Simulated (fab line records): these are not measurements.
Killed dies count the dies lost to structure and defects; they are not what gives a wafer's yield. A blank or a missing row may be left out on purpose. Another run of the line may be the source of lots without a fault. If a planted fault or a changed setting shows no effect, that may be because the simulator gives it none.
Chamber matching ; flow nand_harc ; 4 sister chambers for NHARC_A_BLC_ALD_23 on ald_metal-04
The step deposits TiN, target thk 3 nm, pulse time 1 s, ald cycles 150. 8 wafers are shown with their chamber, then 8 later ones without.

EACH WAFER AND ITS CHAMBER
wafer;chamber;heater_power_w (W);precursor_pulse_height_rel
L080.2;3;1122;1.000
L080.4;1;1162;0.974
L083.3;3;1084;0.998
L083.6;2;1083;0.993
L084.1;1;1166;1.006
L084.2;2;1089;0.947
L084.3;0;904;1.034
L087.2;0;951;1.038

WAFERS WITHOUT THEIR CHAMBER
wafer;heater_power_w (W);precursor_pulse_height_rel
L087.5;1213;1.002
L087.6;945;1.002
L092.1;1156;0.982
L092.3;1022;0.999
L092.4;1206;1.027
L094.1;1099;1.012
L094.3;1177;1.002
L094.4;951;1.021

WHICH CHAMBER EACH WENT THROUGH
wafer;from the rows above;in truth
L087.5;1;1
L087.6;0;0
L092.1;1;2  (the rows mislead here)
L092.3;can't be placed: 2 or 3 or 0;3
L092.4;1;1
L094.1;can't be placed: 3 or 2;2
L094.3;1;1
L094.4;0;0
Correctly placed: 5 of 8. From these rows, 2 cannot be placed; in 2 the true chamber is one of the candidates. Placed wrongly: 1.
How it was worked out, from the rows above alone: a wafer's distance from a chamber is the root of the sum, over the readings, of the square of ((its reading less the chamber's mean) divided by the reading's scatter). The wafer belongs to the nearest chamber; if the next one is less than 2 further off, it can't be placed. The mean given for a chamber averages the wafers shown for that chamber. How the scatter is found: for the shown wafers, subtract from each reading the mean of its chamber, square and add these, divide the total by (wafers less chambers), then take the root.
